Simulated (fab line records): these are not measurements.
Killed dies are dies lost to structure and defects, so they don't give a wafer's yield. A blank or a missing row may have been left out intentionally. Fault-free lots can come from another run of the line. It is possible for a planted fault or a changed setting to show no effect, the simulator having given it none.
A struck lot beside a sound one | flow n5 finfet | 21 steps out of a route of 1938
Sound: wafers L968.3, L968.4, L968.6. Wafers struck: L969.1, L969.3, L969.5. The cause comes at the end.
Per side, at each step with rows, come the tool, then ch with its chambers, and then its first start. Under that, the readings that differ: sound wafers | struck wafers | difference of the means | sigmas: that difference in standard deviations of wafers without a fault.
alike: words and numbers the same on both sides, and readings whose means are apart by under 2 such deviations; not compared: readings that were withheld, readings missing a value for some wafer, numbers with overlapping values and no deviation given by the record, and bounds like >300 which may hide the same value.
Wherever a step has rows on one side only, a row that says differs or no value, or a row with sigmas, the two part there. Numbers that have no deviation but don't overlap get no sigmas and don't part them. A reading that every wafer of one side lacks parts them only if that side has two wafers or more.

first, 9 steps without rows for these wafers: N5_FIN_SAQP_EXPOSE_13 (exposes mask FIN CORE, target cd 35.6 nm); N5_FIN_SAQP_PEB_14 (peb time 60 s); N5_FIN_SAQP_DEVELOP_15 (develop time 30 s); N5_FIN_SAQP_DESCUM_21 (chemistry O2, time 7.9 s); N5_FIN_SAQP_ETCH_51 (etches SiARC in CF4, target depth 45.5 nm, time 75.8 s); N5_FIN_SAQP_ETCH_52 (etches SOC in N2/H2, target depth 100 nm, overetch 20 nm, time 150 s); N5_FIN_SAQP_STRIP_53 (strips in N2/H2); N5_FIN_SAQP_HM_OPEN_73 (chemistry CHF3/O2, target SiO2, stops on a-Si, target depth 12 nm, time 16.8 s); N5_FIN_SAQP_STRIP_74 (strips in CHF3/O2).
N5_FIN_SAQP_MANDREL_ETCH_22: etches a-Si in HBr/Cl2, stops on SiNx, target depth 60 nm, bt time 10 s, time 30 s.
  sound on rie si-06 ch 0,2, day 2 22:38; struck on rie si-06 ch 0,1, day 3 04:32
  reading                                     | sound             | struck                  | difference | sigmas
  oes product au (a.u.)                       | 0.756 0.762 0.761 | 0.686 0.672 0.680       | -0.080     | -7
  over etch frac                              | 0.5 0.5 0.5       | 0.89915 0.89915 0.89915 | +0.39915   |
  model.SOC_of_FIN_SAQP_COAT_49.thk nm (nm)   | 76.72 76.28 76.29 | 69.5 70.21 69.7         | -6.6       |
  model.SiNx_of_FIN_SAQP_PECVD_48.thk nm (nm) | 24.99 25.66 25.14 | 21.11 21.29 21.53       | -3.95      |
  alike: drypump motor current A, throttle valve pct
  not compared: rf hours counter h
then, 7 steps without rows for these wafers: N5_FIN_SAQP_STRIP_55 (strips in N2/H2); N5_FIN_SAQP_STRIP_23 (strips in SPM, time 750 s); N5_FIN_SAQP_SRD_66 (time 30 s); N5_FIN_SAQP_RECESS_75 (chemistry HF/NH3, target SiO2, target depth 14.4 nm, afs cycles 3, sublimation time 60 s); N5_FIN_SAQP_SPACER1_ALD_24 (deposits SiO2, target thk 20.3 nm, pulse time 1 s, purge time 2 s); N5_FIN_SAQP_SPACER1_ETCHBACK_25 (etches SiO2 in CHF3/O2, target depth 24.4 nm, time 12.2 s); N5_FIN_SAQP_MANDREL1_REMOVE_56 (chemistry HBr/Cl2/O2, target a-Si, stops on SiNx, bt time 10 s).
N5_FIN_SAQP_ETCH_57: etches SiNx in CH3F/O2, target depth 32.5 nm, time 46.4 s.
  sound on rie diel-03 ch 1,2, day 3 00:38; struck on rie diel-06 ch 2,3, day 3 06:22
  reading                  | sound             | struck            | difference | sigmas
  etch rf on time s (s)    | 47.5 47.8 47.5    | 38.7 39.1 39.8    | -8.4       | -11
  model.etch.depth nm (nm) | 24.99 25.66 25.14 | 21.11 21.29 21.53 | -3.95      |
  alike: drypump motor current A, oes_f_703_au, oes product au, rf vpp V, showerhead plenum p Torr, throttle valve pct
  not compared: rf hours counter h
then, 1 step without rows for these wafers: N5_FIN_SAQP_ETCH_65 (etches SiO2 in CF4, target depth 4 nm, time 4.4 s).
-- record jumps: 7 days separate the struck wafers' starts on either side; left off in module FIN_SAQP, taken up again in module BEOL_M4, whose first shown step is the route's number 1111 --
N5_BEOL_M4_RC_MEAS_101:
  sound on prober-02 ch 0, day 9 12:08; struck on prober-02 ch 0, day 9 19:29
  alike: DIBL_N, DIBL_P, IOFF_N, IOFF_P, ION_N, ION_P, SS_N, SS_P, VT_N, VT_P
-- a jump in the record: the struck wafers' starts before and after are 4 days apart (it breaks off in module BEOL_M4 and resumes in module PASSIVATION, where the first step shown is number 1936 of the route) --
N5_PASSIVATION_PROBE_49:
  sound on prober-01 at day 14 04:08; struck on prober-01 at day 14 06:25
  alike: defect limited yield, killed_at_M0_to_M3, killed_at_M4_up, killed at contacts, killed at front end, killed at other, killed dies, killed open, killed short, sort_bin_5_function, sort_bin_6_memory, sort n pass, sort yield pct

WHERE THEY PART
At N5_FIN_SAQP_MANDREL_ETCH_22 first; at N5_FIN_SAQP_ETCH_57 last (within this record only). Later steps at which nothing parts them and some readings are alike: N5_BEOL_M4_RC_MEAS_101, N5_PASSIVATION_PROBE_49.

WHY: whatever the simulator had introduced
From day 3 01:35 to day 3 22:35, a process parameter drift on rie si-06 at N5_FIN_SAQP_MANDREL_ETCH_22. Setting over etch frac shifted by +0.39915 from 0.5. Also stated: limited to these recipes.
